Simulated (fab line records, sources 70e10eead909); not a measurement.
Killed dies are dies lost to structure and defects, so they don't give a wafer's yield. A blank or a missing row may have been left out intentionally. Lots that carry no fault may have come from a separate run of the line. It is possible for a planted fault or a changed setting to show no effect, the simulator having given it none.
Which tool did it?	flow nand-harc	12 lots, 36 wafers sampled, at 6 steps of a route of 1302

WHAT THE GAUGES READ, wafer by wafer
NHARC_P_CONTACT_INSPECT_27.
lot	measured	on	raw-defect-count
L549	day 6 16:26	defect-inspect-02	225 386 296
L550	day 7 05:07	defect-inspect-02	346 313 294
L555	day 8 22:43	defect-inspect-02	186 168 222
L556	day 9 13:16	defect-inspect-01	139 137 216
L557	day 9 17:33	defect-inspect-01	147 143 158
L558	day 10 17:13	defect-inspect-01	345 389 439
L560	day 11 00:46	defect-inspect-01	414 184 223
L561	day 12 07:05	defect-inspect-01	337 185 326
L568	day 14 05:40	defect-inspect-01	183 204 396
L569	day 14 21:57	defect-inspect-01	358 327 357
L570	day 15 02:10	defect-inspect-01	217 334 335
L571	day 15 13:41	defect-inspect-02	435 640 414

NHARC_P_M0_CD_MEAS_09: target cd 90 nm.
lot	measured	on	cd-nm (nm)
L549	day 6 17:22	cd-sem-01	89.2 90.4 90.3
L550	day 7 06:01	cd-sem-01	90.8 90.5 90.9
L555	day 8 23:38	cd-sem-01	89.9 89.8 90.4
L556	day 9 14:10	cd-sem-03	89.2 90.3 89.0
L557	day 9 18:29	cd-sem-01	90.6 90.4 89.9
L558	day 10 18:07	cd-sem-03	89.0 88.7 88.7
L560	day 11 01:40	cd-sem-01	91.0 90.3 89.8
L561	day 12 08:00	cd-sem-02	90.0 89.8 89.6
L568	day 14 06:34	cd-sem-01	96.7 97.0 96.7 96.1 97.1 96.2
L569	day 14 22:51	cd-sem-01	98.4 97.8 97.9 97.8 97.6 97.8
L570	day 15 03:04	cd-sem-03	90.2 89.6 90.2
L571	day 15 14:28	cd-sem-01	96.4 95.8 96.8 96.0 96.5 96.4

NHARC_END_SORT_01.
lot	measured	on	defect-limited-yield (%)	killed-at-array	killed-at-other	killed-at-periphery	killed-dies	killed-open	killed-short
L550	day 25 12:50	prober-02	86.3 84.6 87.4	88 99 80	0 0 0	5 5 5	93 104 85	3 0 0	7 2 3
L557	day 28 08:26	prober-02	91.9 90.7 92.2	47 59 47	2 1 1	6 3 5	55 63 53	6 2 1	1 0 2
L560	day 29 06:58	prober-01	93.4 94.2 94.7	42 37 29	0 1 1	3 1 6	45 39 36	3 8 3	2 2 2
L568	day 32 07:11	prober-01	89.8 93.8 89.4	66 37 66	1 0 0	2 5 6	69 42 72	1 3 2	4 1 1
L569	day 35 00:52	prober-02	89.7 92.2 91.9	61 48 48	0 0 0	9 5 7	70 53 55	4 2 3	4 0 6
L571	day 35 04:11	prober-01	90.7 89.1 87.3	60 71 82	1 0 0	2 3 4	63 74 86	2 6 6	1 0 0

TOOL THAT RAN EACH LOT (tool first, then ch and the chambers of the sampled wafers, then the start)
lot	NHARC_P_CONTACT_ETCH_36	NHARC_P_CONTACT_CVD_23	NHARC_P_M0_PEB_07
L549	rie-diel-08 ch 1,2,3, day 6 16:26 or earlier	cvd-w-01 ch 0,1, day 6 16:26 or earlier	litho-track-01 ch 0, day 6 17:17
L550	rie-diel-08 ch 0,2,3, day 7 05:07 or earlier	cvd-w-02 ch 0,1, day 7 05:07 or earlier	litho-track-04 ch 0, day 7 05:56
L555	rie-diel-13 ch 0,2,3, day 8 22:43 or earlier	cvd-w-02 ch 0,1, day 8 22:43 or earlier	litho-track-04 ch 0, day 8 23:33
L556	rie-diel-08 ch 2,3, day 9 13:16 or earlier	cvd-w-01 ch 0,1, day 9 13:16 or earlier	litho-track-06 ch 0, day 9 14:05
L557	rie-diel-08 ch 0,1,2, day 9 17:33 or earlier	cvd-w-02 ch 0,1, day 9 17:33 or earlier	litho-track-06 ch 0, day 9 18:25
L558	rie-diel-08 ch 1,2, day 10 17:13 or earlier	cvd-w-01 ch 0,1, day 10 17:13 or earlier	litho-track-06 ch 0, day 10 18:02
L560	rie-diel-10 ch 0,1, day 11 00:46 or earlier	cvd-w-02 ch 0, day 11 00:46 or earlier	litho-track-06 ch 0, day 11 01:35
L561	rie-diel-13 ch 0,1,3, day 12 07:05 or earlier	cvd-w-01 ch 0,1, day 12 07:05 or earlier	litho-track-06 ch 0, day 12 07:55
L568	rie-diel-08 ch 0,2,3, day 14 05:40 or earlier	cvd-w-02 ch 0,1, day 14 05:40 or earlier	litho-track-06 ch 0, day 14 06:29
L569	rie-diel-08 ch 0,1,3, day 14 21:57 or earlier	cvd-w-01 ch 0,1, day 14 21:57 or earlier	litho-track-06 ch 0, day 14 22:46
L570	rie-diel-13 ch 0,2, day 15 02:10 or earlier	cvd-w-02 ch 0,1, day 15 02:10 or earlier	litho-track-04 ch 0, day 15 02:59
L571	rie-diel-10 ch 0,1,2, day 15 13:41 or earlier	cvd-w-02 ch 0,1, day 15 13:41 or earlier	litho-track-06 ch 0, day 15 14:23
- NHARC_P_CONTACT_ETCH_36: etches the open film in N2/H2, target depth 260 nm, time 406.25 s.
- NHARC_P_CONTACT_CVD_23: deposits W, target thk 200 nm, time 557 s.
- NHARC_P_M0_PEB_07: peb time 65 s.

WHAT THE TOOLS THEMSELVES READ (means of the sampled wafers that have a number; where no wafer has one, the mark that the record gives instead)
NHARC_P_CONTACT_ETCH_36.
lot	tool	drypump-motor-current-A (A)	oes-product-au (a.u.)	rf-vpp-V (V)	showerhead-plenum-p-Torr (Torr)	throttle-valve-pct (%)
L549	rie-diel-08	5.6	1.006	432.5	2.11	14.175
L550	rie-diel-08	5.8	1.007	431.8	2.07	14.169
L555	rie-diel-13	6.0	0.999	431.9	2.08	14.174
L556	rie-diel-08	5.5	0.996	430.7	2.06	14.169
L557	rie-diel-08	6.0	1.000	432.7	2.11	14.176
L558	rie-diel-08	5.7	0.994	433.9	2.14	14.162
L560	rie-diel-10	6.2	0.992	431.0	2.08	14.170
L561	rie-diel-13	6.1	1.003	432.5	2.09	14.167
L568	rie-diel-08	5.8	1.003	431.2	2.07	14.171
L569	rie-diel-08	6.0	0.996	433.5	2.10	14.175
L570	rie-diel-13	5.8	0.984	432.2	2.08	14.177
L571	rie-diel-10	6.4	0.996	432.7	2.12	14.171

NHARC_P_CONTACT_CVD_23.
lot	tool	heater-power-outer-w (W)	heater-power-w (W)	throttle-valve-pct (%)
L549	cvd-w-01	241	437	8.4
L550	cvd-w-02	260	435	8.1
L555	cvd-w-02	244	422	8.2
L556	cvd-w-01	246	441	8.0
L557	cvd-w-02	257	440	8.1
L558	cvd-w-01	233	419	8.1
L560	cvd-w-02	227	412	8.1
L561	cvd-w-01	230	413	8.3
L568	cvd-w-02	251	429	8.1
L569	cvd-w-01	230	428	8.3
L570	cvd-w-02	254	436	8.0
L571	cvd-w-02	248	422	8.2

NHARC_P_M0_PEB_07.
lot	tool	heater-power-total-W (W)	plate-temp-C (C)
L549	litho-track-01	157.1	99.82
L550	litho-track-04	156.6	99.90
L555	litho-track-04	156.7	99.81
L556	litho-track-06	157.1	100.07
L557	litho-track-06	157.1	100.06
L558	litho-track-06	156.2	100.05
L560	litho-track-06	156.5	100.02
L561	litho-track-06	156.4	99.98
L568	litho-track-06	161.5	102.22
L569	litho-track-06	161.2	102.25
L570	litho-track-04	156.8	99.93
L571	litho-track-06	161.0	102.06

THE ANSWER, worked out from the rows above alone
Rule: the lots themselves supply what counts as usual. The widest of any qualifying gaps counts: lots, ordered by their means at a reading, are off when they make up no more than a third of the lots, leave a main group of 4 or more, and stand apart from it by 3 or more times the standard deviation of that group's means. A main group whose means are all the same, to the digits that the tables above print for the reading, isn't used. A lot without any number at a reading at which 4 lots or more have one is off too. All remaining lots with rows at the step are treated as sound. Order of review: gauges by route order, followed by the tools' own readings, for which a lot's mean as printed above is used. The first step at which some lot is off is used, and at that step the reading that is off furthest; a lot without a number counts as furthest.
Off, at NHARC_P_M0_CD_MEAS_09 on cd-nm: L568, L569, L571. For the main group the mean is 89.9 nm and the standard deviation 0.52.
A tool fits if, at a process step before that reading, it ran every lot that is off, and no sound lot after the first of them. The gauges at NHARC_P_M0_CD_MEAS_09 aren't tried: what is off there is off at NHARC_P_M0_PEB_07 too, on other tools, and a gauge's error can't cause that. NHARC_P_CONTACT_ETCH_36: start missing for some lots; hours and lot order therefore follow NHARC_P_CONTACT_INSPECT_27. NHARC_P_CONTACT_CVD_23: start missing for some lots; hours and lot order therefore follow NHARC_P_CONTACT_INSPECT_27. One candidate fits, namely litho-track-06 at NHARC_P_M0_PEB_07. Its last sound lot is L561 (day 12 07:55), its first lot that is off L568 (day 14 06:29): a fault that began between those two fits.
The tool's own readings at NHARC_P_M0_PEB_07 bear it out: on the lots that are off they differ by more than 5 times the standard deviation of the sound lots' means. heater-power-total-W reads 161.2 W there against 156.7 W on the sound lots; plate-temp-C reads 102.18 C there against 99.96 C on the sound lots.

WHAT HAD BEEN PUT IN BY THE SIMULATOR
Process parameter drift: litho-track-06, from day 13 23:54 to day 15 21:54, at NHARC_P_M0_PEB_07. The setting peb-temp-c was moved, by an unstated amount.
Shown lots that were struck: L568, L569, L571. The same result came from the rule above.
